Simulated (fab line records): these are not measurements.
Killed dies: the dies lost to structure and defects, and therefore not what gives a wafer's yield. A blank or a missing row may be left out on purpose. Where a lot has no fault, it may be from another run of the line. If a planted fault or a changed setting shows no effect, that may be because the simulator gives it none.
fab line records	flow nandHarc
record lots=24	wafers=72	lastDay=24
route steps=1159 shown A_STAIRCASE@713 A_SGD_CUT@765 A_SLIT@790
lots untouched by any fault: they come from a run of this same line in which no faults occurred
startH: hours from the record's first day to the start of the lot's first wafer shown	waitH: hours elapsed since this lot's preceding step	" the same as in the row above	L1.1+2: several wafers, shown together as one row	- either no value or no given start	* or withheld: withheld	< > ~ a bound
route shown NAME@n: NAME is a module with steps in the file, n the number in the route of the first one	usual: mean/standard deviation taken from wafers without a fault	same: alike in all rows	chamber/n: place in a boat	sites: readings site by site	_std_site: standard deviation across them	_edge_site: inner sites' mean taken away from outer sites' mean	radiusMm: for every site, how far away it sits from the centre of the wafer	mask NAME#n: copy n	behind: the most recent tool/chamber to have shaped the wafer	hold: cause of the lot's hold/its duration in hours/its outcome	device: the transistor (n, p or np) that didn't switch	end of line: the tests these same wafers got at the end of their route	step lacking rows: just its recipe	killed: not the wafer's yield, but the dies lost to structure and defects at the first sort	map: per-die view of a wafer (x killed, . not killed, _ where there is no die)
set.NAME: the setting as run; set.NAME@STEP: as run at that earlier step	model.NAME: the simulator's own value behind a step, which no gauge read
route steps across a sampled set of lots; one table per step, one row per wafer
services: a tool's chamber out of use, with start hour (startH, from the record's first day; less than 0 if before it), hours out, and reason
## steps
# step NHARC_A_STAIRCASE_DEP_325
# recipe targetThkA=38000	tempC=400	targetThkNm=3800	teosFlowSccm=200	rfW=500	material=SiO2
# usual heaterPowerW=705/74	mfcPrecursorSccm=200.0/0.6	susceptorTempC=399.95/0.22
lot.wafer	tool	chamber	startH	waitH	heaterPowerW	mfcPrecursorSccm	susceptorTempC
L075.2	pecvd-01	2	293.62	0.1	799	199.1	399.71
L075.1	"	1	"	"	768	199.4	400.09
L075.5	"	2	"	"	711	199.4	399.67
L077.2	pecvd-04	0	303.68	0.1	725	200.3	399.90
L077.1	"	2	"	"	792	201.0	400.16
L077.6	"	1	"	"	622	200.9	399.91
L074.1	pecvd-01	2	303.97	0.3	716	199.8	399.80
L074.4	"	0	"	"	686	200.0	399.97
L074.6	"	1	"	"	657	200.1	400.29
L076.1	pecvd-04	0	304.25	0.6	727	199.7	399.43
L076.4	"	0	"	"	589	199.8	399.88
L076.6	"	2	"	"	666	200.6	400.01
L078.1	pecvd-01	1	304.35	0.7	659	200.6	399.70
L078.2	"	2	"	"	698	199.6	400.12
L078.3	"	0	"	"	778	200.3	399.90
L079.2	pecvd-01	0	313.79	0.1	859	200.7	400.36
L079.4	"	0	"	"	698	200.4	400.14
L079.6	"	1	"	"	651	200.2	400.14
L080.3	pecvd-03	1	328.63	0.3	687	200.5	399.78
L080.5	"	0	"	"	610	199.0	400.06
L080.4	"	1	"	"	585	200.3	400.00
L081.2	pecvd-01	1	331.62	0.2	791	199.8	400.02
L081.1	"	2	"	"	861	199.7	399.86
L081.6	"	0	"	"	696	200.1	399.96
L083.1	pecvd-03	1	349.93	0.1	719	200.1	400.06
L083.3	"	2	"	"	767	200.2	399.68
L083.5	"	0	"	"	628	201.2	400.32
L082.1	pecvd-04	2	350.03	0.2	792	200.5	400.10
L082.5	"	2	"	"	657	200.6	399.63
L082.6	"	0	"	"	585	199.7	399.70
L084.3	pecvd-01	1	355.21	0.3	747	200.3	400.05
L084.5	"	0	"	"	706	199.3	399.79
L084.6	"	1	"	"	656	200.2	400.34
L086.1	pecvd-01	0	367.98	0.1	863	199.6	399.96
L086.2	"	2	"	"	829	199.4	399.95
L086.4	"	2	"	"	701	199.9	400.12
L087.1	pecvd-03	2	368.08	0.2	867	200.4	400.07
L087.2	"	0	"	"	671	199.0	400.14
L087.4	"	1	"	"	552	200.7	399.91
L085.1	pecvd-01	1	373.05	0.1	774	200.2	400.29
L085.3	"	2	"	"	745	199.4	399.79
L085.5	"	1	"	"	666	200.7	400.18
L088.3	pecvd-01	0	379.11	0.2	839	200.4	400.35
L088.1	"	1	"	"	803	200.9	400.18
L088.4	"	1	"	"	661	200.0	400.07
L091.3	pecvd-01	0	389.07	0.1	884	199.8	400.06
L091.2	"	1	"	"	727	200.1	399.83
L091.1	"	2	"	"	731	199.8	399.73
L090.3	pecvd-04	2	389.22	0.2	772	199.4	399.60
L090.1	"	0	"	"	706	200.3	399.71
L090.4	"	2	"	"	673	198.9	399.80
L089.3	pecvd-03	2	389.22	0.3	776	199.4	399.94
L089.4	"	0	"	"	611	200.5	399.73
L089.5	"	1	"	"	565	201.0	399.91
L092.1	pecvd-01	2	399.32	0.3	862	201.0	400.00
L092.5	"	1	"	"	656	200.1	399.62
L092.4	"	2	"	"	709	200.2	399.78
L096.1	pecvd-03	2	418.80	0.1	758	200.1	399.96
L096.3	"	1	"	"	659	200.3	399.83
L096.4	"	1	"	"	546	200.4	399.65
L095.2	pecvd-04	1	418.80	0.1	719	200.0	399.84
L095.1	"	2	"	"	768	200.3	399.78
L095.3	"	0	"	"	670	199.2	399.95
L094.3	pecvd-03	2	419.47	0.7	846	199.4	400.25
L094.4	"	1	"	"	566	200.6	400.19
L094.6	"	2	"	"	692	200.2	400.23
L093.2	pecvd-04	1	419.56	0.8	688	199.6	399.89
L093.6	"	2	"	"	658	199.8	399.65
L093.4	"	0	"	"	637	200.2	399.74
L097.1	pecvd-04	2	429.48	0.1	773	199.4	399.45
L097.5	"	2	"	"	641	200.2	399.61
L097.4	"	0	"	"	618	198.4	399.99
# step NHARC_A_STAIRCASE_ETCH_444
# recipe targetDepthA=1.02e+05	timeS=3400	c4f8FlowSccm=20	o2FlowSccm=10	arFlowSccm=withheld	rfW=600	biasW=1000	chemistry=C4F8/O2
# usual oesProductAu=0.931/0.014	rfVppV=809/4.4
lot.wafer	tool	chamber	startH	waitH	oesProductAu	rfHoursCounterH	rfVppV
L075.1	rieDiel-07	3	300.40	0.1	0.921	26	805
L075.2	"	1	"	"	0.921	28	806
L075.5	"	0	"	"	0.924	-	811
L077.1	rieDiel-06	3	311.56	0.1	0.920	19	815
L077.2	"	0	"	"	0.925	14	812
L077.6	"	3	"	"	0.917	-	814
L076.4	rieDiel-02	1	312.08	0.3	0.917	57	802
L076.1	"	2	"	"	0.922	53	814
L076.6	"	0	"	"	0.923	-	802
L074.1	rieDiel-07	0	312.13	0.3	0.925	27	812
L074.4	"	2	"	"	0.909	29	811
L074.6	"	3	"	"	0.920	-	807
L078.1	rieDiel-02	3	313.29	1.5	0.919	57	810
L078.3	"	0	"	"	0.919	61	802
L078.2	"	1	"	"	0.917	59	800
L079.4	rieDiel-02	1	322.88	0.3	0.917	64	801
L079.2	"	2	"	"	0.924	58	814
L079.6	"	1	"	"	0.917	-	801
L080.4	rieDiel-06	0	336.73	0.3	0.928	28	813
L080.3	"	1	"	"	0.925	33	809
L080.5	"	0	"	"	0.925	-	812
L081.2	rieDiel-07	1	345.87	0.2	0.926	39	809
L081.1	"	3	"	"	0.920	46	807
L081.6	"	1	"	"	0.927	-	807
L082.1	rieDiel-06	1	358.59	0.1	0.925	38	808
L082.5	"	1	"	"	0.918	-	808
L082.6	"	2	"	"	0.929	-	813
L083.3	rieDiel-07	2	359.23	0.5	0.932	47	810
L083.1	"	3	"	"	0.923	50	807
L083.5	"	1	"	"	0.928	-	808
L084.3	rieDiel-06	1	363.20	0.5	0.938	41	809
L084.5	"	3	"	"	0.920	-	813
L084.6	"	0	"	"	0.919	-	812
L086.4	rieDiel-06	2	375.86	0.1	0.936	45	815
L086.2	"	3	"	"	0.920	46	814
L086.1	"	1	"	"	0.933	46	807
L087.2	rieDiel-02	1	376.02	0.1	0.948	11	800
L087.1	"	2	"	"	0.941	12	816
L087.4	"	3	"	"	0.943	12	809
L085.3	rieDiel-06	3	382.88	0.2	0.921	51	813
L085.1	"	2	"	"	0.930	50	814
L085.5	"	0	"	"	0.923	-	812
L088.3	rieDiel-06	2	386.99	0.3	0.930	51	814
L088.4	"	3	"	"	0.925	53	814
L088.1	"	0	"	"	0.936	48	812
L090.3	rieDiel-07	1	396.86	0.2	0.929	58	805
L090.4	"	2	"	"	0.930	60	810
L090.1	"	0	"	"	0.925	60	810
L091.1	rieDiel-02	3	397.27	0.2	0.924	21	810
L091.2	"	0	"	"	0.933	20	803
L091.3	"	1	"	"	0.939	21	801
L089.4	rieDiel-02	3	398.93	1.7	0.926	23	808
L089.3	"	1	"	"	0.926	22	801
L089.5	"	3	"	"	0.922	-	811
L092.1	rieDiel-02	2	408.60	0.3	0.920	27	814
L092.4	"	3	"	"	0.916	27	810
L092.5	"	2	"	"	0.913	-	814
L096.3	rieDiel-02	0	427.43	0.1	0.930	32	802
L096.4	"	2	"	"	0.918	34	814
L096.1	"	3	"	"	0.920	33	810
L095.3	rieDiel-07	3	427.59	0.1	0.956	4	805
L095.1	"	0	"	"	0.946	4	809
L095.2	"	1	"	"	0.953	4	807
L094.3	rieDiel-06	1	428.34	0.3	0.948	0	807
L094.4	"	2	"	"	0.948	0	814
L094.6	"	0	"	"	0.957	-	812
L093.2	rieDiel-06	0	430.00	1.9	0.952	2	811
L093.4	"	1	"	"	0.941	2	808
L093.6	"	2	"	"	0.952	-	816
L097.4	rieDiel-06	3	440.37	0.1	0.976	6	813
L097.1	"	1	"	"	0.965	6	806
L097.5	"	0	"	"	0.986	-	812
# step NHARC_A_STAIRCASE_STRIP_446
# recipe powerW=1500	tempC=250	chemistry=O2
# usual drypumpMotorCurrentA=5.8/0.42	heaterPowerW=307/29
lot.wafer	tool	chamber	startH	waitH	drypumpMotorCurrentA	heaterPowerW	rfHoursCounterH
L075.1	plasmaAsher-02	1	302.68	0.1	6.1	356	39
L075.2	"	0	"	"	5.8	286	39
L075.5	"	1	"	"	6.1	349	-
L077.1	plasmaAsher-02	0	313.94	0.2	5.8	274	42
L077.2	"	1	"	"	6.1	350	42
L077.6	"	1	"	"	6.1	345	-
L076.1	plasmaAsher-02	1	314.22	0.1	6.1	340	42
L076.4	"	1	"	"	6.1	353	-
L076.6	"	1	"	"	6.1	344	-
L074.1	plasmaAsher-02	1	314.51	0.4	6.1	352	42
L074.4	"	1	"	"	6.1	360	-
L074.6	"	1	"	"	6.1	347	-
L078.2	plasmaAsher-02	0	315.55	0.0	5.8	277	43
L078.1	"	1	"	"	6.1	346	43
L078.3	"	0	"	"	5.8	277	-
L079.2	plasmaAsher-01	1	324.97	0.1	5.1	304	12
L079.4	"	1	"	"	5.1	310	-
L079.6	"	1	"	"	5.1	295	-
L080.4	plasmaAsher-01	0	338.86	0.1	6.3	278	-
L080.3	"	1	"	"	5.2	310	-
L080.5	"	1	"	"	5.2	312	-
L081.1	plasmaAsher-01	1	348.11	0.0	5.1	305	21
L081.2	"	0	"	"	6.3	280	21
L081.6	"	0	"	"	6.2	279	-
L082.1	plasmaAsher-01	0	360.83	0.0	6.3	276	24
L082.6	"	0	"	"	6.2	278	-
L082.5	"	1	"	"	5.2	303	-
L083.1	plasmaAsher-01	1	361.11	0.1	5.1	306	24
L083.3	"	0	"	"	6.2	282	-
L083.5	"	1	"	"	5.2	297	-
L084.3	plasmaAsher-01	1	365.11	0.2	5.1	302	-
L084.5	"	0	"	"	6.3	275	-
L084.6	"	1	"	"	5.2	308	-
L086.1	plasmaAsher-01	0	378.09	0.0	6.2	277	35
L086.2	"	1	"	"	5.2	297	35
L086.4	"	0	"	"	6.2	286	-
L087.2	plasmaAsher-01	1	378.37	0.1	5.1	307	35
L087.1	"	0	"	"	6.2	280	35
L087.4	"	1	"	"	5.2	305	-
L085.1	plasmaAsher-01	0	385.21	0.1	6.3	283	37
L085.3	"	1	"	"	5.2	308	-
L085.5	"	1	"	"	5.2	309	-
L088.1	plasmaAsher-01	1	389.03	0.0	5.2	301	39
L088.4	"	1	"	"	5.2	299	-
L088.3	"	0	"	"	6.2	280	-
L090.1	plasmaAsher-02	0	399.11	0.0	5.8	293	8
L090.4	"	0	"	"	5.7	296	-
L090.3	"	1	"	"	6.1	368	-
L091.2	plasmaAsher-02	1	399.54	0.0	6.1	358	9
L091.1	"	0	"	"	5.8	293	9
L091.3	"	0	"	"	5.8	293	-
L089.3	plasmaAsher-02	1	401.04	0.1	6.1	362	-
L089.4	"	0	"	"	5.8	298	-
L089.5	"	0	"	"	5.8	300	-
L092.1	plasmaAsher-01	1	410.62	0.0	5.2	299	45
L092.4	"	1	"	"	5.2	304	-
L092.5	"	1	"	"	5.2	305	-
L096.1	plasmaAsher-02	0	429.67	0.0	5.8	299	20
L096.3	"	0	"	"	5.8	302	-
L096.4	"	1	"	"	6.1	352	-
L095.2	plasmaAsher-02	1	429.96	0.1	6.1	359	20
L095.1	"	0	"	"	5.7	295	20
L095.3	"	0	"	"	5.8	296	-
L094.3	plasmaAsher-02	1	430.90	0.6	6.1	364	-
L094.4	"	0	"	"	5.8	296	-
L094.6	"	0	"	"	5.8	292	-
L093.2	plasmaAsher-01	0	431.94	0.2	6.2	278	50
L093.4	"	0	"	"	6.3	283	-
L093.6	"	1	"	"	5.1	302	-
L097.1	plasmaAsher-02	1	442.64	0.0	6.1	347	28
L097.4	"	1	"	"	6.1	363	-
L097.5	"	0	"	"	5.8	294	-
# step NHARC_A_SGD_CUT_ETCH_16
# recipe targetDepthA=3105	timeS=155.2	c4f8FlowSccm=withheld	o2FlowSccm=8	arFlowSccm=withheld	rfW=600	biasW=800	chemistry=C4F8/O2/Ar
# usual oesProductAu=0.971/0.01	rfVppV=723/5
lot.wafer	tool	chamber	startH	waitH	oesProductAu	rfHoursCounterH	rfVppV
L075.2	rieDiel-05	2	-	-	0.964	13	730
L075.1	"	0	"	"	0.984	14	724
L075.5	"	3	"	"	0.966	-	717
L077.1	rieDiel-05	3	-	-	0.959	15	716
L077.2	"	1	"	"	0.960	15	720
L077.6	"	3	"	"	0.960	-	716
L076.1	rieDiel-10	2	-	-	0.974	9	730
L076.4	"	3	"	"	0.978	8	724
L076.6	"	1	"	"	0.971	-	716
L074.1	rieDiel-12	0	-	-	0.977	12	721
L074.6	"	3	"	"	0.989	-	727
L074.4	"	1	"	"	0.973	-	728
L078.3	rieDiel-10	3	-	-	0.979	8	725
L078.2	"	0	"	"	0.983	10	731
L078.1	"	2	"	"	0.958	10	729
L079.4	rieDiel-10	2	-	-	0.964	10	729
L079.2	"	1	"	"	0.976	11	716
L079.6	"	3	"	"	0.977	-	725
L080.4	rieDiel-10	3	-	-	0.974	10	725
L080.3	"	0	"	"	0.977	12	729
L080.5	"	0	"	"	0.978	-	731
L081.1	rieDiel-05	3	-	-	0.967	0	716
L081.2	"	0	"	"	0.977	0	723
L081.6	"	2	"	"	0.979	-	730
L082.1	rieDiel-05	3	-	-	0.981	1	717
L082.5	"	1	"	"	0.973	-	718
L082.6	"	2	"	"	0.960	-	728
L083.1	rieDiel-12	0	-	-	0.957	18	721
L083.3	"	1	"	"	0.969	16	728
L083.5	"	2	"	"	0.967	-	720
L084.3	rieDiel-12	2	-	-	0.974	15	720
L084.6	"	1	"	"	0.974	-	726
L084.5	"	0	"	"	0.970	-	720
L086.4	rieDiel-05	2	-	-	0.982	3	728
L086.2	"	3	"	"	0.973	3	716
L086.1	"	0	"	"	0.964	4	724
L087.1	rieDiel-10	1	-	-	0.961	1	716
L087.2	"	2	"	"	0.953	1	730
L087.4	"	0	"	"	0.987	1	730
L085.1	rieDiel-12	3	-	-	0.972	0	727
L085.3	"	0	"	"	0.969	0	719
L085.5	"	3	"	"	0.975	-	725
L088.4	rieDiel-10	2	-	-	0.979	2	730
L088.3	"	3	"	"	0.989	2	727
L088.1	"	0	"	"	0.966	2	731
L090.4	rieDiel-05	1	-	-	0.979	6	721
L090.1	"	2	"	"	0.969	6	728
L090.3	"	3	"	"	0.971	6	717
L091.3	rieDiel-12	1	-	-	0.980	1	726
L091.1	"	2	"	"	0.957	2	721
L091.2	"	3	"	"	0.950	2	726
L089.4	rieDiel-05	2	-	-	0.972	6	728
L089.3	"	0	"	"	0.984	7	723
L089.5	"	3	"	"	0.971	-	716
L092.4	rieDiel-12	3	-	-	0.944	4	728
L092.1	"	1	"	"	0.950	3	726
L092.5	"	0	"	"	0.948	-	719
L096.3	rieDiel-05	1	-	-	0.978	10	719
L096.4	"	2	"	"	0.979	9	728
L096.1	"	3	"	"	0.960	9	716
L095.2	rieDiel-12	1	-	-	0.962	6	726
L095.1	"	2	"	"	0.983	6	721
L095.3	"	3	"	"	0.963	7	726
L094.3	rieDiel-10	1	-	-	0.978	6	717
L094.6	"	2	"	"	0.960	-	729
L094.4	"	1	"	"	0.975	-	716
L093.4	rieDiel-05	2	-	-	0.978	10	729
L093.2	"	3	"	"	0.980	10	716
L093.6	"	2	"	"	0.983	-	728
L097.4	rieDiel-10	1	-	-	0.991	7	715
L097.1	"	2	"	"	0.965	7	729
L097.5	"	0	"	"	0.988	-	730
# step NHARC_A_SGD_CUT_THK_MEAS_22
# recipe thkMeasGauge=ellipsometry
# usual thkNm=148.1/1.3
lot.wafer	tool	chamber	startH	waitH	thkNm
L075.1	filmMetro-02	-	313.41	0.2	147.2
L075.2	"	-	"	"	145.4
L075.5	"	-	"	"	149.6
L076.1	filmMetro-02	-	325.47	0.2	148.9
L076.4	"	-	"	"	147.9
L076.6	"	-	"	"	147.8
L077.1	filmMetro-01	-	325.47	0.2	148.1
L077.2	"	-	"	"	149.0
L077.6	"	-	"	"	149.4
L078.1	filmMetro-02	-	325.62	0.2	149.2
L078.2	"	-	"	"	148.5
L078.3	"	-	"	"	147.3
L074.1	filmMetro-01	-	325.62	0.2	148.2
L074.4	"	-	"	"	146.1
L074.6	"	-	"	"	147.0
L079.2	filmMetro-01	-	339.82	0.2	148.5
L079.4	"	-	"	"	150.5
L079.6	"	-	"	"	149.7
L080.3	filmMetro-01	-	348.78	0.2	149.9
L080.4	"	-	"	"	146.8
L080.5	"	-	"	"	149.5
L081.1	filmMetro-02	-	359.17	0.2	145.7
L081.2	"	-	"	"	150.1
L081.6	"	-	"	"	148.8
L082.1	filmMetro-01	-	370.25	0.2	148.6
L082.5	"	-	"	"	148.3
L082.6	"	-	"	"	149.1
L083.1	filmMetro-02	-	370.25	0.2	148.4
L083.3	"	-	"	"	147.5
L083.5	"	-	"	"	148.5
L084.3	filmMetro-01	-	375.85	0.2	145.8
L084.5	"	-	"	"	149.4
L084.6	"	-	"	"	145.3
L087.1	filmMetro-01	-	387.66	0.2	149.0
L087.2	"	-	"	"	148.9
L087.4	"	-	"	"	149.8
L086.1	filmMetro-02	-	387.67	0.2	147.3
L086.2	"	-	"	"	147.4
L086.4	"	-	"	"	149.7
L085.1	filmMetro-01	-	395.31	0.2	148.2
L085.3	"	-	"	"	145.9
L085.5	"	-	"	"	145.9
L088.1	filmMetro-02	-	398.72	0.2	148.6
L088.3	"	-	"	"	147.6
L088.4	"	-	"	"	148.4
L090.1	filmMetro-01	-	408.80	0.2	147.3
L090.3	"	-	"	"	150.7
L090.4	"	-	"	"	147.2
L091.1	filmMetro-02	-	408.81	0.2	148.0
L091.2	"	-	"	"	150.9
L091.3	"	-	"	"	147.2
L089.3	filmMetro-01	-	408.95	0.2	148.1
L089.4	"	-	"	"	147.1
L089.5	"	-	"	"	148.3
L092.1	filmMetro-01	-	426.13	0.2	147.7
L092.4	"	-	"	"	147.4
L092.5	"	-	"	"	147.9
L095.1	filmMetro-01	-	439.10	0.2	147.3
L095.2	"	-	"	"	146.1
L095.3	"	-	"	"	147.9
L093.2	filmMetro-02	-	439.10	0.2	148.5
L093.4	"	-	"	"	148.4
L093.6	"	-	"	"	147.5
L096.1	filmMetro-01	-	439.10	0.2	148.7
L096.3	"	-	"	"	147.4
L096.4	"	-	"	"	150.2
L094.3	filmMetro-01	-	439.25	0.2	146.9
L094.4	"	-	"	"	144.6
L094.6	"	-	"	"	147.0
L097.1	filmMetro-02	-	452.23	0.2	148.9
L097.4	"	-	"	"	148.2
L097.5	"	-	"	"	146.1
# step NHARC_A_SLIT_CD_MEAS_09
# recipe targetCdNm=300	landingEnergyEv=500
# usual cdNm=299.9/0.42
lot.wafer	tool	chamber	startH	waitH	cdNm
L075.1	cdSem-03	0	317.20	-	299.9
L075.2	"	0	"	"	300.2
L075.5	"	0	"	"	300.1
L076.1	cdSem-03	0	329.12	-	299.2
L076.4	"	0	"	"	299.8
L076.6	"	0	"	"	299.7
L077.1	cdSem-02	0	329.28	-	300.5
L077.2	"	0	"	"	300.4
L077.6	"	0	"	"	300.0
L078.1	cdSem-02	0	330.44	-	300.1
L078.2	"	0	"	"	299.9
L078.3	"	0	"	"	300.5
L074.1	cdSem-02	0	331.36	-	299.8
L074.4	"	0	"	"	299.7
L074.6	"	0	"	"	300.0
L079.2	cdSem-02	0	344.06	-	299.7
L079.4	"	0	"	"	299.7
L079.6	"	0	"	"	299.2
L080.3	cdSem-03	0	352.47	-	299.8
L080.4	"	0	"	"	299.7
L080.5	"	0	"	"	300.2
L081.1	cdSem-02	0	362.74	-	299.8
L081.2	"	0	"	"	300.0
L081.6	"	0	"	"	300.2
L083.1	cdSem-01	0	373.76	-	299.5
L083.3	"	0	"	"	300.2
L083.5	"	0	"	"	299.1
L082.1	cdSem-02	0	373.91	-	299.9
L082.5	"	0	"	"	299.5
L082.6	"	0	"	"	300.3
L084.3	cdSem-01	0	381.57	-	300.0
L084.5	"	0	"	"	300.4
L084.6	"	0	"	"	300.3
L087.1	cdSem-02	0	391.26	-	299.8
L087.2	"	0	"	"	299.9
L087.4	"	0	"	"	299.2
L086.1	cdSem-01	0	391.87	-	299.6
L086.2	"	0	"	"	300.3
L086.4	"	0	"	"	299.0
L085.1	cdSem-02	0	398.87	-	300.0
L085.3	"	0	"	"	300.2
L085.5	"	0	"	"	300.1
L088.1	cdSem-01	0	402.85	-	300.1
L088.3	"	0	"	"	299.8
L088.4	"	0	"	"	300.0
L091.1	cdSem-03	0	414.18	-	299.4
L091.2	"	0	"	"	299.6
L091.3	"	0	"	"	299.6
L089.3	cdSem-02	0	414.71	-	300.1
L089.4	"	0	"	"	300.3
L089.5	"	0	"	"	299.9
L090.1	cdSem-03	0	415.95	-	298.8
L090.3	"	0	"	"	299.2
L090.4	"	0	"	"	299.5
L092.1	cdSem-02	0	430.46	-	300.3
L092.4	"	0	"	"	300.7
L092.5	"	0	"	"	300.5
L093.2	cdSem-03	0	442.70	-	299.1
L093.4	"	0	"	"	298.9
L093.6	"	0	"	"	299.3
L096.1	cdSem-03	0	443.30	-	300.3
L096.3	"	0	"	"	299.7
L096.4	"	0	"	"	299.9
L095.1	cdSem-01	0	443.81	-	300.4
L095.2	"	0	"	"	300.1
L095.3	"	0	"	"	300.6
L094.3	cdSem-01	0	444.67	-	299.5
L094.4	"	0	"	"	299.5
L094.6	"	0	"	"	299.9
L097.1	cdSem-01	0	457.11	-	299.6
L097.4	"	0	"	"	300.2
L097.5	"	0	"	"	299.7
## services
tool	chamber	startH	hours	kind
plasmaAsher-01	-	276.02	9.0	pm
rieDiel-06	0	284.88	9.7	repair
pecvd-04	2	285.97	3.9	repair
rieDiel-10	3	286.49	9.2	repair
rieDiel-06	-	300.37	1.9	repair
rieDiel-12	1	313.03	2.7	repair
rieDiel-12	2	313.91	15.6	repair
rieDiel-02	-	327.83	9.0	pm
rieDiel-05	-	340.60	9.0	pm
rieDiel-12	3	347.31	34.9	repair
rieDiel-10	-	353.50	9.0	pm
plasmaAsher-02	-	360.13	9.0	pm
pecvd-04	-	376.22	13.0	pm
rieDiel-12	-	379.45	9.0	pm
pecvd-01	2	380.81	4.5	repair
rieDiel-06	-	384.50	1.8	repair
rieDiel-12	-	390.11	1.8	repair
rieDiel-05	0	407.06	5.7	repair
rieDiel-12	-	413.23	0.4	repair
rieDiel-10	3	413.55	28.7	repair
rieDiel-02	1	414.90	1.6	repair
pecvd-01	-	418.00	13.0	pm
rieDiel-06	-	419.00	9.0	pm
plasmaAsher-01	-	424.20	7.4	repair
## key
fault none
